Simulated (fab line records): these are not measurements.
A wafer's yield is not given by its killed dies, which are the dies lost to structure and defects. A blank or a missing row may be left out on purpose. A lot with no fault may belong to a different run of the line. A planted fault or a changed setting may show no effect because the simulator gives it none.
Commonality check across tools	flow nand harc	39 wafers sampled across 13 lots

THE REASON FOR OPENING IT
At NHARC_P_GATE_CD_MEAS_46 the reading cd nm is flagged on 1 of 13 lots. Fault-free wafers read 719.0 nm, with a standard deviation of 1.7.
Rule: a lot gets a flag if all its wafers with a number sit over 4 standard deviations from that mean, or if no wafer of it has a number. The other lots count as sound.

lot	measured	on	cd nm (nm), wafer by wafer	flag
L783	day 5 05:04	cd sem-02	721.1 719.9 719.8	
L784	day 5 11:10	cd sem-02	716.6 719.2 717.4	
L786	day 5 23:54	cd sem-01	719.3 719.4 718.3	
L785	day 6 00:55	cd sem-01	720.8 720.3 718.9	
L788	day 6 18:40	cd sem-03	719.3 717.0 717.2	
L789	day 6 19:04	cd sem-03	718.5 719.8 719.6	
L792	day 7 09:11	cd sem-03	604.0 605.4 602.4	FLAGGED
L800	day 9 13:55	cd sem-01	718.8 721.8 715.7	
L801	day 9 17:37	cd sem-03	719.1 716.3 719.9	
L802	day 9 23:14	cd sem-03	718.8 719.7 719.3	
L803	day 9 23:44	cd sem-03	720.6 718.4 718.5	
L805	day 10 10:49	cd sem-02	722.1 716.4 718.2	
L806	day 11 01:11	cd sem-01	718.0 721.1 720.4	
The mean of the flagged lots' numbers is 603.9 nm, -115.1 nm from the usual (-68 standard deviations).

TOOL THAT RAN EACH LOT
2 process steps preceding the reading are held in the record, out of 1159 steps in the route. In each cell: the tool, then ch and the chambers that the sampled wafers went through, then the start.
lot	flag	NHARC_P_STI_CMP_21	NHARC_P_GATE_EXPOSE_43
L783		cmp-04 ch 1,2,3, day 3 10:07	krf scanner-04 ch 0, day 5 04:55
L784		cmp-01 ch 1,2,3, day 3 14:43	krf scanner-02 ch 0, day 5 11:01
L786		cmp-03 ch 2,3, day 4 04:58	krf scanner-01 ch 0, day 5 23:45
L785		cmp-04 ch 0,2,3, day 4 04:57	krf scanner-01 ch 0, day 6 00:46
L788		cmp-01 ch 0,1,3, day 4 20:14	krf scanner-04 ch 0, day 6 18:31
L789		cmp-03 ch 1,2, day 4 20:14	krf scanner-01 ch 0, day 6 18:55
L792	FLAGGED	cmp-01 ch 1,2, day 5 13:12	krf scanner-01 ch 0, day 7 09:01
L800		cmp-01 ch 0,1,3, day 7 13:39	krf scanner-01 ch 0, day 9 13:45
L801		cmp-01 ch 0,1,3, day 7 20:20	krf scanner-01 ch 0, day 9 17:27
L802		cmp-03 ch 0,2,3, day 8 04:59	krf scanner-01 ch 0, day 9 23:05
L803		cmp-04 ch 0,1,2, day 8 05:01	krf scanner-04 ch 0, day 9 23:35
L805		cmp-04 ch 2,3, day 8 14:34	krf scanner-01 ch 0, day 10 10:40
L806		cmp-03 ch 0,2, day 9 03:47	krf scanner-04 ch 0, day 11 01:01
What is done by these steps:
- NHARC_P_STI_CMP_21: polishes, t overpolish 20 s, target thk 380.67 nm.
- NHARC_P_GATE_EXPOSE_43: exposes mask P NSD, target cd 720 nm.
- NHARC_P_GATE_CD_MEAS_46: target cd 720 nm.

FLAGGED AGAINST TOTAL, ONE TOOL AT A TIME (gauges that did the reading follow at the end)
step	tool	lots run	flagged	share of the flagged lots	sound lots run after its first flagged lot
NHARC_P_STI_CMP_21	cmp-01	5	1	all	2 (L800,L801)
NHARC_P_STI_CMP_21	cmp-03	4	0	none	-
NHARC_P_STI_CMP_21	cmp-04	4	0	none	-
NHARC_P_GATE_EXPOSE_43	krf scanner-01	8	1	all	4 (L800,L801,L802,L805)
NHARC_P_GATE_EXPOSE_43	krf scanner-02	1	0	none	-
NHARC_P_GATE_EXPOSE_43	krf scanner-04	4	0	none	-
NHARC_P_GATE_CD_MEAS_46	cd sem-01	4	0	none	-
NHARC_P_GATE_CD_MEAS_46	cd sem-02	3	0	none	-
NHARC_P_GATE_CD_MEAS_46	cd sem-03	6	1	all	3 (L801,L802,L803)

WHAT THE TABLE PERMITS
Every flagged lot was run by 3 rows of the table: cmp-01 at NHARC_P_STI_CMP_21, krf scanner-01 at NHARC_P_GATE_EXPOSE_43 and cd sem-03 at NHARC_P_GATE_CD_MEAS_46.
- cmp-01 at NHARC_P_STI_CMP_21 ran 5 lots, 1 of them flagged. Sound lots ran on it after the first flagged one (L800, L801), which a lasting fault on the whole tool wouldn't allow.
- krf scanner-01 at NHARC_P_GATE_EXPOSE_43 ran 8 lots, 1 of them flagged. Sound lots ran on it after the first flagged one (L800, L801, L802, L805), which a lasting fault on the whole tool wouldn't allow.
- cd sem-03 at NHARC_P_GATE_CD_MEAS_46 ran 6 lots, 1 of them flagged. Sound lots ran on it after the first flagged one (L801, L802, L803), which a lasting fault on the whole tool wouldn't allow.
No row of the table ran every flagged lot and no sound lot after the first.

WHAT THE SIMULATOR HAD INSERTED
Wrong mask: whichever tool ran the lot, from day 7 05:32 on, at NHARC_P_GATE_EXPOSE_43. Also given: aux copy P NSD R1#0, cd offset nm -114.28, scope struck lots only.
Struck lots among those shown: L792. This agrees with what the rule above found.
